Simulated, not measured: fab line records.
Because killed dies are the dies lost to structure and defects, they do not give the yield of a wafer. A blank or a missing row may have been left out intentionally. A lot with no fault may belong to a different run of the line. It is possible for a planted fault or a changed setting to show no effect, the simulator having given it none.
Matching of chambers	flow n5Finfet	N5_FIN_CUT_CUT_ETCH_26 on rieDiel-01: 4 sister chambers
The step etches SiNx in CH3F/O2, target depth 39 nm, time 55.7 s. 4 wafers are shown with their chamber, then 7 later ones without.

## WAFERS PAIRED WITH THEIR CHAMBERS
wafer	chamber	showerheadPlenumPTorr (Torr)
L289.3	1	2.07
L290.6	2	2.09
L291.1	0	2.00
L291.2	3	2.01

## WAFERS WHOSE CHAMBER IS MISSING
wafer	showerheadPlenumPTorr (Torr)
L291.5	2.07
L302.3	2.06
L302.5	2.08
L302.6	2.06
L304.2	2.01
L304.4	1.99
L304.5	2.01

## WHICH CHAMBER EACH WENT THROUGH
wafer	from the rows above	in truth
L291.5	1	1
L302.3	1	1
L302.5	can't be placed: 2 or 1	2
L302.6	1	1
L304.2	can't be placed: 3 or 0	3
L304.4	can't be placed: 0 or 3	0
L304.5	can't be placed: 3 or 0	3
Correct placement for 3 of the 7. From these rows, 4 cannot be placed; in 4 the true chamber is one of the candidates. Wrongly placed: 0.
How it was worked out, from the rows above alone: a wafer's distance from a chamber is the root of the sum, over the readings, of the square of ((its reading less the chamber's mean) divided by the reading's scatter). If the next closest chamber is less than 2 further off than the closest, the wafer can't be placed; otherwise it belongs to the closest. Each chamber's mean is taken over the wafers shown for it. The scatter (one wafer shown for each chamber): square how far every hidden wafer sits from the nearest shown wafer, average those squares and take the square root.
